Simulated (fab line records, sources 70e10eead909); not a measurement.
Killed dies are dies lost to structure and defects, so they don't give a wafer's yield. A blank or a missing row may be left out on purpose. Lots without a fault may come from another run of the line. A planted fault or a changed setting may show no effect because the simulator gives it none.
Tool commonality check | flow nand_harc | 2 lots, 6 wafers sampled

WHY IT WAS OPENED
At NHARC_END_SORT_01 the reading killed_at_array is flagged on 2 of 2 lots. Wafers without a fault read 25, standard deviation 9.8.
Rule: a lot is flagged when every wafer of it that has a number lies more than 4 standard deviations from that mean, or none has a number. The other lots count as sound.

lot  | measured     | on        | killed_at_array, wafer by wafer | flag
L171 | day 23 05:50 | prober-01 | 671 669 671                     | FLAGGED
L175 | day 24 14:02 | prober-02 | 675 674 677                     | FLAGGED
The numbers of the flagged lots are 673 on average: +648 against the usual, or +66 standard deviations.

WHICH TOOL RAN EACH LOT
The record holds 4 process steps before the reading, out of a route of 1159 steps. In each cell: the tool, then ch and the chambers that the sampled wafers went through, then the start.
lot  | flag    | NHARC_A_STAIRCASE_HM_OPEN_463                 | NHARC_A_STAIRCASE_DEP_417     | NHARC_A_STAIRCASE_CVD_552   | NHARC_A_STAIRCASE_DEP_322
L171 | FLAGGED | rie_diel-11 ch 2,3, day 15 15:50 or earlier   | pecvd-01 ch 1,2, day 15 15:50 | lpcvd-01 ch 1, day 15 22:50 | pecvd-01 ch 1,2, day 16 16:22
L175 | FLAGGED | rie_diel-05 ch 0,2,3, day 16 16:55 or earlier | pecvd-01 ch 1, day 16 16:55   | lpcvd-01 ch 1, day 17 01:11 | pecvd-01 ch 0,2, day 17 16:01
What these steps do:
- NHARC_A_STAIRCASE_HM_OPEN_463: chemistry O2/COS.
- NHARC_A_STAIRCASE_DEP_417: deposits Si3N4, target thk 60 nm.
- NHARC_A_STAIRCASE_CVD_552: deposits SiNx, target thk 40 nm.
- NHARC_A_STAIRCASE_DEP_322: deposits SiO2, target thk 3800 nm.
- NHARC_END_SORT_01

FLAGGED OVER TOTAL, TOOL BY TOOL (the gauges that took the reading come last)
step                          | tool        | lots run | flagged | share of the flagged lots | sound lots run after its first flagged lot
NHARC_A_STAIRCASE_HM_OPEN_463 | rie_diel-05 | 1        | 1       | some                      | 0
NHARC_A_STAIRCASE_HM_OPEN_463 | rie_diel-11 | 1        | 1       | some                      | 0
NHARC_A_STAIRCASE_DEP_417     | pecvd-01    | 2        | 2       | all                       | 0
NHARC_A_STAIRCASE_CVD_552     | lpcvd-01    | 2        | 2       | all                       | 0
NHARC_A_STAIRCASE_DEP_322     | pecvd-01    | 2        | 2       | all                       | 0
NHARC_END_SORT_01             | prober-01   | 1        | 1       | some                      | 0
NHARC_END_SORT_01             | prober-02   | 1        | 1       | some                      | 0
NHARC_A_STAIRCASE_HM_OPEN_463 gives no start for some lots, so the hours and the order of its lots are those of NHARC_A_STAIRCASE_DEP_417.

WHAT THE TABLE ALLOWS
3 rows of the table ran every flagged lot: pecvd-01 at NHARC_A_STAIRCASE_DEP_417, lpcvd-01 at NHARC_A_STAIRCASE_CVD_552, pecvd-01 at NHARC_A_STAIRCASE_DEP_322.
- pecvd-01 at NHARC_A_STAIRCASE_DEP_417: 2 of its 2 lots flagged. It ran no sound lot before its first flagged lot in this sample, so the start can't be narrowed down.
- lpcvd-01 at NHARC_A_STAIRCASE_CVD_552: 2 of its 2 lots flagged. It ran no sound lot before its first flagged lot in this sample, so the start can't be narrowed down.
- pecvd-01 at NHARC_A_STAIRCASE_DEP_322: 2 of its 2 lots flagged. It ran no sound lot before its first flagged lot in this sample, so the start can't be narrowed down.
Counting lots can't tell these 2 tools apart, because each fits a fault that began at some hour. More lots, or a look at what each step does to the wafer, might.

WHAT THE SIMULATOR HAD PUT IN
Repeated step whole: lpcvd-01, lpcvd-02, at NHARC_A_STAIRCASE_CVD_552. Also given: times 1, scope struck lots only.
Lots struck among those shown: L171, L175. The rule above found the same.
